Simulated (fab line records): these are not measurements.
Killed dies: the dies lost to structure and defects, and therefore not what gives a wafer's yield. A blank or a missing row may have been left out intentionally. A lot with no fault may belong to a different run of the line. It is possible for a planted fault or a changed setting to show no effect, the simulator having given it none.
Split-lot trial | flow n5-finfet | 7 lots, 21 wafers read, on a route of 1938 steps

## THE SPLIT
At N5_DUMMY_GATE_HM_DEP_06 (deposits SiNx from DCS/NH3, target thk 80 nm, time 5141 s), the setting time-s was moved away from the recipe's 5141 s on 12 of the 21 wafers read, by -9.3% to +12.8%. The other wafers ran this setting at the recipe's value.

The reading is taken at the split's own step.

## THE READING
SiNx_of_DUMMY_GATE_HM_DEP_06.thk-nm (the simulator's own value, which no gauge read), in nm, at N5_DUMMY_GATE_HM_DEP_06 (deposits SiNx from DCS/NH3, target thk 80 nm, time 5141 s). The file gives no usual value for it. The 9 wafers here that ran the recipe average 80.1 nm, standard deviation 0.71 nm.

wafer  | tool, chamber at the split | time-s as run, s | against the recipe | SiNx_of_DUMMY_GATE_HM_DEP_06.thk-nm, nm | against lot-mates on the recipe
L074.2 | -, -                       | 5798             | +12.8%             | 89.6                                    | no lot-mate on the recipe
L074.3 | -, -                       | 5798             | +12.8%             | 89.8                                    | no lot-mate on the recipe
L074.4 | -, -                       | 5798             | +12.8%             | 90.4                                    | no lot-mate on the recipe
L075.2 | -, -                       | 5680             | +10.5%             | 86.4                                    | no lot-mate on the recipe
L075.3 | -, -                       | 5680             | +10.5%             | 87                                      | no lot-mate on the recipe
L075.6 | -, -                       | 5680             | +10.5%             | 86.6                                    | no lot-mate on the recipe
L077.1 | -, -                       | 4663             | -9.3%              | 72.8                                    | no lot-mate on the recipe
L077.5 | -, -                       | 4663             | -9.3%              | 72                                      | no lot-mate on the recipe
L077.6 | -, -                       | 4663             | -9.3%              | 72.6                                    | no lot-mate on the recipe
L078.1 | lpcvd-02, 0/15,0/39        | 5141             | recipe             | 79.8                                    | -
L078.6 | lpcvd-02, 0/15,0/39        | 5141             | recipe             | 79.8                                    | -
L078.3 | lpcvd-02, 0/25             | 5141             | recipe             | 79                                      | -
L088.2 | -, -                       | 5141             | recipe             | 80.2                                    | -
L088.4 | -, -                       | 5141             | recipe             | 80                                      | -
L088.5 | -, -                       | 5141             | recipe             | 79.8                                    | -
L095.1 | -, -                       | 5141             | recipe             | 80                                      | -
L095.3 | -, -                       | 5141             | recipe             | 81.6                                    | -
L095.5 | -, -                       | 5141             | recipe             | 81                                      | -
L096.1 | -, -                       | 4935             | -4.0%              | 77.6                                    | no lot-mate on the recipe
L096.3 | -, -                       | 4935             | -4.0%              | 76.6                                    | no lot-mate on the recipe
L096.5 | -, -                       | 4935             | -4.0%              | 77.4                                    | no lot-mate on the recipe
Rows listing several chambers each stand for several wafers; the file does not say which wafer went through which chamber.

THE FIT
A straight line over all 21 wafers: SiNx_of_DUMMY_GATE_HM_DEP_06.thk-nm changes by +0.743 nm for each +1% of time-s; r = +0.99; the points scatter about the line by 0.78 nm.
Too few moved wafers with a lot-mate on the recipe to fit a line net of each lot's own level.

## FILE'S OWN FIT
SiNx_of_DUMMY_GATE_HM_DEP_06.thk-nm changes by +0.743 nm for each +1% of time-s, r = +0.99.
